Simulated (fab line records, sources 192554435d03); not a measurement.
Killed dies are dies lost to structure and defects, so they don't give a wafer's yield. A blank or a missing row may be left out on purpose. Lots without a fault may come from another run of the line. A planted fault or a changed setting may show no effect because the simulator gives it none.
Chamber matching | flow n5_finfet | N5_BEOL_M11_CURE_72 on uv_cure-01: 3 sister chambers
The step cures SiCOH lowk, time 120 s. 3 wafers are shown with their chamber, then 12 later ones without.

WAFERS WITH THEIR CHAMBER
wafer  | chamber | wafer_temp_C_max
L085.6 | 2       | 371.8
L092.5 | 0       | 371.5
L090.6 | 1       | 373.2

WAFERS WITHOUT THEIR CHAMBER
wafer  | wafer_temp_C_max
L096.1 | 372.9
L096.2 | 371.9
L096.4 | 373.4
L095.1 | 371.6
L095.4 | 371.6
L095.5 | 371.7
L095.2 | 371.8
L095.3 | 372.9
L095.6 | 371.4
L097.1 | 371.2
L097.2 | 371.2
L097.4 | 371.8

WHICH CHAMBER EACH WENT THROUGH
wafer  | from the rows above     | in truth
L096.1 | 1                       | 1
L096.2 | can't be placed: 2 or 0 | 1
L096.4 | 1                       | 1
L095.1 | can't be placed: 0 or 2 | 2
L095.4 | can't be placed: 0 or 2 | 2
L095.5 | can't be placed: 2 or 0 | 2
L095.2 | can't be placed: 2 or 0 | 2
L095.3 | 1                       | 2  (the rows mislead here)
L095.6 | can't be placed: 0 or 2 | 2
L097.1 | can't be placed: 0 or 2 | 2
L097.2 | can't be placed: 0 or 2 | 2
L097.4 | can't be placed: 2 or 0 | 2
Placed correctly: 2 of 12. Can't be placed from these rows: 9 (the true chamber is among the candidates in 8). Placed wrongly: 1.
How it was worked out, from the rows above alone: a wafer's distance from a chamber is the root of the sum, over the readings, of the square of ((its reading less the chamber's mean) divided by the reading's scatter). The wafer belongs to the nearest chamber; if the next one is less than 2 further off, it can't be placed. A chamber's mean is the mean of its shown wafers. The scatter: with one shown wafer a chamber, the root of the mean of the squares of how far each hidden wafer lies from its nearest shown one.
